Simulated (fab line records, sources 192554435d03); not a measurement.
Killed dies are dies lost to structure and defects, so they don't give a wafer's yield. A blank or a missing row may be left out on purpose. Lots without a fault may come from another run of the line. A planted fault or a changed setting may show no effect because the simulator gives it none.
Chamber matching | flow n5_finfet | N5_FIN_SAQP_ETCH_57 on rie_diel-02: 4 sister chambers
The step etches SiNx in CH3F/O2, target depth 32.5 nm, time 46.4 s. 4 wafers are shown with their chamber, then 7 later ones without.

WAFERS WITH THEIR CHAMBER
wafer  | chamber | showerhead_plenum_p_Torr (Torr)
L081.5 | 1       | 1.96
L083.4 | 3       | 2.13
L085.2 | 2       | 2.02
L085.3 | 0       | 1.90

WAFERS WITHOUT THEIR CHAMBER
wafer  | showerhead_plenum_p_Torr (Torr)
L085.4 | 1.90
L089.3 | 2.01
L089.5 | 2.01
L089.6 | 2.13
L095.1 | 2.01
L095.2 | 1.95
L095.4 | 2.12

WHICH CHAMBER EACH WENT THROUGH
wafer  | from the rows above | in truth
L085.4 | 0                   | 0
L089.3 | 2                   | 2
L089.5 | 2                   | 2
L089.6 | 3                   | 3
L095.1 | 2                   | 2
L095.2 | 1                   | 1
L095.4 | 3                   | 3
Placed correctly: 7 of 7. Can't be placed from these rows: 0. Placed wrongly: 0.
How it was worked out, from the rows above alone: a wafer's distance from a chamber is the root of the sum, over the readings, of the square of ((its reading less the chamber's mean) divided by the reading's scatter). The wafer belongs to the nearest chamber; if the next one is less than 2 further off, it can't be placed. A chamber's mean is the mean of its shown wafers. The scatter: with one shown wafer a chamber, the root of the mean of the squares of how far each hidden wafer lies from its nearest shown one.
